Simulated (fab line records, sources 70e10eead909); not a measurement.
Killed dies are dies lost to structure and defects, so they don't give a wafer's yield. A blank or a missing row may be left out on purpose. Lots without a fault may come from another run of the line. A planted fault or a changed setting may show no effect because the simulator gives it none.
Which tool did it? | flow nand_harc | 13 lots, 39 wafers sampled, at 5 steps of a route of 1302

WHAT THE GAUGES READ, wafer by wafer
NHARC_END_SORT_01. Usual: killed_at_array 56, standard deviation 20; killed_at_other 1, standard deviation 1.3; killed_at_periphery 3.5, standard deviation 2.7; killed_dies 60, standard deviation 20; killed_open 3.3, standard deviation 1.6; killed_short 2.4, standard deviation 1.5.
lot  | measured     | on        | killed_at_array | killed_at_other | killed_at_periphery | killed_dies | killed_open | killed_short | flag
L268 | day 28 07:12 | prober-01 | 67 40 62        | 0 0 0           | 1 77 3              | 68 117 65   | 2 1 4       | 3 3 4        | OFF
L270 | day 29 05:33 | prober-01 | 86 74 73        | 0 1 0           | 76 9 7              | 162 84 80   | 3 4 2       | 4 1 1        | OFF

WHICH TOOL RAN EACH LOT (tool, then ch and the chambers of the sampled wafers, then the start)
lot  | NHARC_P_CONTACT_ETCH_35            | NHARC_A_BONDPAD_DEGAS_25     | NHARC_A_BONDPAD_PVD_17                  | NHARC_THIN_TSV_DEGAS_49
L258 | rie_diel-13 ch 1,3, day 6 07:23    | pvd_sputter-02, day 23 06:39 | pvd_sputter-02, day 23 23:31 or earlier | pvd_sputter-02, day 23 23:31
L259 | rie_diel-02 ch 1,2,3, day 6 21:40  | pvd_sputter-03, day 23 23:10 | pvd_sputter-03, day 24 16:05 or earlier | pvd_sputter-02, day 24 16:05
L261 | rie_diel-13 ch 0,2, day 7 17:47    | pvd_sputter-02, day 25 01:49 | pvd_sputter-02, day 25 23:06 or earlier | pvd_sputter-03, day 25 23:06
L262 | rie_diel-02 ch 1,2,3, day 7 23:34  | pvd_sputter-02, day 25 04:56 | pvd_sputter-02, day 25 22:00 or earlier | pvd_sputter-02, day 25 22:00
L268 | rie_diel-06 ch 0,1,2, day 10 09:17 | pvd_sputter-03, day 27 00:47 | pvd_sputter-03, day 27 17:33 or earlier | pvd_sputter-03, day 27 17:33
L270 | rie_diel-06 ch 1,2,3, day 11 09:14 | pvd_sputter-03, day 27 23:19 | pvd_sputter-03, day 28 17:25 or earlier | pvd_sputter-02, day 28 17:25
L271 | rie_diel-02 ch 0,2,3, day 12 01:57 | pvd_sputter-03, day 29 09:49 | pvd_sputter-03, day 30 02:14 or earlier | pvd_sputter-01, day 30 02:14
L274 | rie_diel-02 ch 0,1,3, day 12 22:01 | pvd_sputter-03, day 29 19:04 | pvd_sputter-03, day 30 14:22 or earlier | pvd_sputter-02, day 30 14:22
L275 | rie_diel-13 ch 0,1,2, day 13 06:45 | pvd_sputter-03, day 30 00:22 | pvd_sputter-03, day 30 17:26 or earlier | pvd_sputter-02, day 30 17:26
L276 | rie_diel-13 ch 1,2,3, day 13 23:35 | pvd_sputter-03, day 30 22:56 | pvd_sputter-03, day 31 15:52 or earlier | pvd_sputter-03, day 31 15:52
L277 | rie_diel-06 ch 2,3, day 14 04:43   | pvd_sputter-02, day 31 01:17 | pvd_sputter-02, day 31 17:01 or earlier | pvd_sputter-02, day 31 17:01
L279 | rie_diel-06 ch 2,3, day 15 03:59   | pvd_sputter-03, day 32 00:52 | pvd_sputter-03, day 32 16:44 or earlier | pvd_sputter-03, day 32 16:44
L280 | rie_diel-02 ch 0,2,3, day 15 11:45 | pvd_sputter-01, day 32 04:42 | pvd_sputter-01, day 33 00:05 or earlier | pvd_sputter-03, day 33 00:05
- NHARC_P_CONTACT_ETCH_35: etches the open film in CF4, target depth 39 nm, time 65 s.
- NHARC_A_BONDPAD_DEGAS_25: time 60 s.
- NHARC_A_BONDPAD_PVD_17: deposits TaN, target thk 5 nm, time 8.06 s.
- NHARC_THIN_TSV_DEGAS_49: time 120 s.

WHAT THE TOOLS THEMSELVES READ (means of the sampled wafers that have a number; where no wafer has one, the mark that the record gives instead)
NHARC_P_CONTACT_ETCH_35. Usual: drypump_motor_current_A 5.5 A, standard deviation 0.48; oes_product_au 1.002 a.u., standard deviation 0.0063; rf_vpp_V 151.5 V, standard deviation 1.2; showerhead_plenum_p_Torr 1.79 Torr, standard deviation 0.071; throttle_valve_pct 13.284 %, standard deviation 0.0098.
lot  | tool        | drypump_motor_current_A (A) | oes_product_au (a.u.) | rf_vpp_V (V) | showerhead_plenum_p_Torr (Torr) | throttle_valve_pct (%) | flag
L258 | rie_diel-13 | 5.7                         | 1.006                 | 152.0        | 1.88                            | 13.287                 |
L259 | rie_diel-02 | 5.5                         | 1.010                 | 151.2        | 1.78                            | 13.289                 |
L261 | rie_diel-13 | 5.7                         | 0.995                 | 151.7        | 1.78                            | 13.293                 |
L262 | rie_diel-02 | 5.5                         | 1.004                 | 152.1        | 1.78                            | 13.281                 |
L268 | rie_diel-06 | 5.8                         | 1.009                 | 151.6        | 1.77                            | 13.284                 |
L270 | rie_diel-06 | 5.3                         | 1.001                 | 150.2        | 1.74                            | 13.283                 |
L271 | rie_diel-02 | 5.6                         | 1.001                 | 151.0        | 1.76                            | 13.284                 |
L274 | rie_diel-02 | 5.3                         | 1.002                 | 152.3        | 1.83                            | 13.277                 |
L275 | rie_diel-13 | 5.5                         | 1.001                 | 151.4        | 1.81                            | 13.278                 |
L276 | rie_diel-13 | 5.4                         | 1.006                 | 152.0        | 1.83                            | 13.283                 |
L277 | rie_diel-06 | 5.2                         | 0.999                 | 150.5        | 1.70                            | 13.281                 |
L279 | rie_diel-06 | 4.9                         | 0.998                 | 150.3        | 1.74                            | 13.283                 |
L280 | rie_diel-02 | 5.5                         | 1.005                 | 151.3        | 1.76                            | 13.290                 |

NHARC_A_BONDPAD_DEGAS_25. Usual: heater_power_w 482 W, standard deviation 51.
lot  | tool           | heater_power_w (W) | flag
L258 | pvd_sputter-02 | 494                |
L259 | pvd_sputter-03 | 484                |
L261 | pvd_sputter-02 | 480                |
L262 | pvd_sputter-02 | 465                |
L268 | pvd_sputter-03 | 494                |
L270 | pvd_sputter-03 | 493                |
L271 | pvd_sputter-03 | 464                |
L274 | pvd_sputter-03 | 480                |
L275 | pvd_sputter-03 | 489                |
L276 | pvd_sputter-03 | 465                |
L277 | pvd_sputter-02 | 485                |
L279 | pvd_sputter-03 | 483                |
L280 | pvd_sputter-01 | 494                |

NHARC_A_BONDPAD_PVD_17. Usual: bias_v 168.6 V, standard deviation 1.7; chamber_pressure_pa 0.11996 Pa, standard deviation 0.00027; throttle_valve_pct 29.9 %, standard deviation 1.1.
lot  | tool           | bias_v (V) | chamber_pressure_pa (Pa) | throttle_valve_pct (%) | flag
L258 | pvd_sputter-02 | 168.4      | 0.11990                  | 30.6                   |
L259 | pvd_sputter-03 | 166.5      | 0.12018                  | 30.5                   |
L261 | pvd_sputter-02 | 169.1      | 0.12007                  | 29.6                   |
L262 | pvd_sputter-02 | 169.2      | 0.11958                  | 29.7                   |
L268 | pvd_sputter-03 | 168.2      | 0.12024                  | 30.0                   |
L270 | pvd_sputter-03 | 168.4      | 0.12013                  | 28.9                   |
L271 | pvd_sputter-03 | 168.0      | 0.11976                  | 30.2                   |
L274 | pvd_sputter-03 | 167.8      | 0.12003                  | 29.7                   |
L275 | pvd_sputter-03 | 171.2      | 0.11997                  | 29.7                   |
L276 | pvd_sputter-03 | 168.4      | 0.11987                  | 29.8                   |
L277 | pvd_sputter-02 | 169.1      | 0.11973                  | 30.6                   |
L279 | pvd_sputter-03 | 169.8      | 0.12011                  | 29.6                   |
L280 | pvd_sputter-01 | 168.4      | 0.11982                  | 29.8                   |

NHARC_THIN_TSV_DEGAS_49. Usual: heater_power_w 485 W, standard deviation 47.
lot  | tool           | heater_power_w (W) | flag
L258 | pvd_sputter-02 | 489                |
L259 | pvd_sputter-02 | 524                |
L261 | pvd_sputter-03 | 485                |
L262 | pvd_sputter-02 | 490                |
L268 | pvd_sputter-03 | 457                |
L270 | pvd_sputter-02 | 452                |
L271 | pvd_sputter-01 | 477                |
L274 | pvd_sputter-02 | 472                |
L275 | pvd_sputter-02 | 529                |
L276 | pvd_sputter-03 | 487                |
L277 | pvd_sputter-02 | 501                |
L279 | pvd_sputter-03 | 505                |
L280 | pvd_sputter-03 | 480                |

THE ANSWER, worked out from the rows above alone
Rule: a lot is off if the mean of its wafers that have a number lies more than 3 standard deviations from the usual mean. A lot without any number at a reading at which 4 lots or more have one is off too. The other lots that the step has rows for count as sound. The gauges are gone through in route order, then the tools' own readings, and for those a lot's mean is taken as printed above. The first step at which some lot is off is used, and at that step the reading that is off furthest; a lot without a number counts as furthest.
Off: L268, L270, at NHARC_END_SORT_01 (killed_at_periphery). Neither off nor sound, because the step has no rows for them: L258, L259, L261, L262, L271, L274, L275, L276, L277, L279, L280.
A tool fits if, at a process step before that reading, it ran every lot that is off, and no sound lot after the first of them. The gauges at NHARC_END_SORT_01 are tried like those tools. NHARC_A_BONDPAD_PVD_17 gives no start for some lots, so the hours and the order of its lots are those of NHARC_THIN_TSV_DEGAS_49. Can't be told from this: 3 tools fit, rie_diel-06 at NHARC_P_CONTACT_ETCH_35, pvd_sputter-03 at NHARC_A_BONDPAD_DEGAS_25 and NHARC_A_BONDPAD_PVD_17, prober-01 at NHARC_END_SORT_01.

WHAT THE SIMULATOR HAD PUT IN
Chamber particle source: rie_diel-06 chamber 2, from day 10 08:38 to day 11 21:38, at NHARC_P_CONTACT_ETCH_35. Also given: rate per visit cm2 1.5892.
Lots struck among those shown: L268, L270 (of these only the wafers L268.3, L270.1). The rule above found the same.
